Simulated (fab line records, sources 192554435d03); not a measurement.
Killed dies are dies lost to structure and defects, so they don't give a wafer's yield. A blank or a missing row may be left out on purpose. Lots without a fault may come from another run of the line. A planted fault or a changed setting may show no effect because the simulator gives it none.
Split-lot experiment | flow n5_finfet | 7 lots, 39 wafers read, on a route of 1938 steps

THE SPLIT
At N5_GATE_CUT_HM_DEP_46 (deposits SiO2 from TEOS/O2, target thk 130 nm, time 26.6 s), the setting time_s was moved away from the recipe's 26.6 s on 18 of the 39 wafers read, by -7.6% to +13.0%. The other wafers ran this setting at the recipe's value.

FROM THE SPLIT TO THE READING: what the file shows between them, 9 steps
- N5_GATE_CUT_COAT_34: time 60 s, resist thk 60 nm
- N5_GATE_CUT_COAT_35: time 60 s, resist thk 10 nm
- N5_GATE_CUT_STRIP_38: strips in N2/H2
- N5_GATE_CUT_STRIP_39: strips in N2/H2
- N5_GATE_CUT_HM_OPEN_40: chemistry C4F6/O2, target SiO2, target depth 139 nm, time 85.1 s
- N5_GATE_CUT_STRIP_41: strips in CF4
- N5_GATE_CUT_STRIP_42: strips in O2
- N5_GATE_CUT_ALD_22: deposits SiNx, target thk 16 nm, pulse time 1 s, ald cycles 320
- N5_GATE_CUT_CMP_23: polishes, stops on SiO2, t overpolish 23.4 s, target thk 16 nm

THE READING
GC_FILL_THK, in nm, at N5_GATE_CUT_THK_MEAS_24. Fault-free wafers of this fab line usually give 219.3 nm, standard deviation 1.8 nm.

wafer  | tool, chamber at the split | time_s as run, s | against the recipe | GC_FILL_THK, nm | against lot-mates on the recipe
L078.1 | pecvd-04, 0                | 30.05            | +13.0%             | 236.7           | +16.9
L078.2 | pecvd-04, 2                | 30.05            | +13.0%             | 233.1           | +13.3
L078.3 | pecvd-04, 1                | 26.6             | recipe             | 216.9           | -
L078.4 | pecvd-04, 2                | 26.6             | recipe             | 219.1           | -
L078.5 | pecvd-04, 0                | 26.6             | recipe             | 223.4           | -
L078.6 | pecvd-04, 1                | 30.05            | +13.0%             | 236.7           | +16.9
L080.1 | pecvd-04, 2                | 24.58            | -7.6%              | 209.7           | -10.2
L080.2 | pecvd-04, 1                | 26.6             | recipe             | 218.4           | -
L080.3 | pecvd-04, 0                | 24.58            | -7.6%              | 210.2           | -9.7
L080.4 | pecvd-04, 0                | 26.6             | recipe             | 221.5           | -
L080.5 | pecvd-04, 1                | 24.58            | -7.6%              | 211.1           | -8.8
L080.6 | pecvd-04, 2                | 26.6             | recipe             | 219.9           | -
L086.1 | pecvd-04, 1                | 26.6             | recipe             | 216.8           | -
L086.2 | pecvd-04, 0                | 24.87            | -6.5%              | 211.0           | -8.7
L086.3 | pecvd-04, 0                | 24.87            | -6.5%              | 213.4           | -6.3
L086.4 | pecvd-04, 1                | 24.87            | -6.5%              | 213.3           | -6.4
L086.5 | pecvd-04, 0                | 26.6             | recipe             | 221.2           | -
L086.6 | pecvd-04, 1                | 26.6             | recipe             | 221.2           | -
L092.1 | pecvd-04, 1                | 29.65            | +11.5%             | 232.7           | +13.5
L092.2 | pecvd-04, 0                | 26.6             | recipe             | 217.9           | -
L092.3 | pecvd-04, 2                | 26.6             | recipe             | 218.1           | -
L092.4 | pecvd-04, 2                | 29.65            | +11.5%             | 232.4           | +13.2
L092.5 | pecvd-04, 1                | 29.65            | +11.5%             | 235.6           | +16.4
L092.6 | pecvd-04, 0                | 26.6             | recipe             | 221.7           | -
L094.1 | pecvd-04, 2                | 28.62            | +7.6%              | 227.0           | +6.4
L094.2 | pecvd-04, 0                | 26.6             | recipe             | 219.3           | -
L094.3 | pecvd-04, 1                | 28.62            | +7.6%              | 227.5           | +6.9
L094.4 | pecvd-04, 0                | 26.6             | recipe             | 221.2           | -
L094.5 | pecvd-04, 2                | 26.6             | recipe             | 221.3           | -
L094.6 | pecvd-04, 1                | 28.62            | +7.6%              | 230.8           | +10.2
L095.1 | pecvd-04, 0                | 29.9             | +12.4%             | 231.8           | +14.6
L095.2 | pecvd-04, 2                | 29.9             | +12.4%             | 230.9           | +13.7
L095.3 | pecvd-04, 1                | 26.6             | recipe             | 216.5           | -
L095.4 | pecvd-04, 1                | 26.6             | recipe             | 218.2           | -
L095.5 | pecvd-04, 0                | 29.9             | +12.4%             | 235.5           | +18.3
L095.6 | pecvd-04, 2                | 26.6             | recipe             | 216.8           | -
L096.1 | pecvd-02, 0                | 26.6             | recipe             | 218.5           | -
L096.2 | pecvd-02, 2                | 26.6             | recipe             | 219.5           | -
L096.3 | pecvd-02, 1                | 26.6             | recipe             | 218.0           | -

THE FIT
A straight line over all 39 wafers: GC_FILL_THK changes by +1.17 nm for each +1% of time_s; r = +0.97; the points scatter about the line by 1.9 nm.
The same after taking each lot's own level away (the mean of its wafers on the recipe; 39 wafers): +1.21 nm for each +1%; r = +0.98; scatter 1.7 nm.
On that fit, the largest move of time_s shifts the reading by 16 nm.
The lots' own levels span 217.17 to 220.60 nm, that is 1.9 times the standard deviation above.
So the lot-to-lot level changes the slope little: the two slopes agree.
Check: with one of the wafers moved furthest among these (+13.0%) left out of the fit, the line predicts +15.6 nm for it against its lot-mates. It came out at +16.9 nm against them.

OTHER SPLITS ON THESE WAFERS
These wafers also went through other splits before the reading. Each is held against what the fit with the lots' levels taken away leaves over:
other split on the same wafers        | wafers away from the commonest value | r with GC_FILL_THK (lot level and that fit taken away)
N5_FIN_CUT_CUT_ETCH_15 target_depth_a | 15                                   | -0.16
N5_DUMMY_GATE_EXPOSE_12 dose_mj       | 15                                   | +0.00
N5_DUMMY_GATE_ETCH_37 source_w        | 18                                   | +0.14
N5_DUMMY_GATE_ETCH_32 time_s          | 15                                   | +0.00
N5_GATE_CUT_ETCH_56 target_depth_a    | 15                                   | -0.11

THE WHOLE CHAIN: every reading that the file lists as answering this split, in the file's order
step                    | what it does                                                     | reading                                                                            | change (the file's fit)                | r (the file's)
N5_GATE_CUT_HM_DEP_46   | deposits SiO2 from TEOS/O2, target thk 130 nm, time 26.6 s       | SiO2_of_GATE_CUT_HM_DEP_46.thk_nm (the simulator's own value, which no gauge read) | +1.23 nm for each +1% of the setting   | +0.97
N5_GATE_CUT_HM_OPEN_40  | chemistry C4F6/O2, target SiO2, target depth 139 nm, time 85.1 s | etch_rf_on_time_s                                                                  | withheld for each +1% of the setting   | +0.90
N5_GATE_CUT_HM_OPEN_40  | chemistry C4F6/O2, target SiO2, target depth 139 nm, time 85.1 s | etch.depth_nm (the simulator's own value, which no gauge read)                     | +1.23 nm for each +1% of the setting   | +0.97
N5_GATE_CUT_HM_OPEN_40  | chemistry C4F6/O2, target SiO2, target depth 139 nm, time 85.1 s | SOC_of_GATE_CUT_COAT_34.thk_nm (the simulator's own value, which no gauge read)    | -0.268 nm for each +1% of the setting  | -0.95
N5_GATE_CUT_THK_MEAS_24 |                                                                  | GC_FILL_THK                                                                        | +1.21 for each +1% of the setting      | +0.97
N5_GATE_CUT_CMP_43      | polishes SiO2                                                    | SiO2_of_GATE_CUT_HM_DEP_46.thk_nm (the simulator's own value, which no gauge read) | +0.0611 nm for each +1% of the setting | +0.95

THE FILE'S OWN FIT
GC_FILL_THK changes by +1.21 nm for each +1% of time_s, r = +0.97.
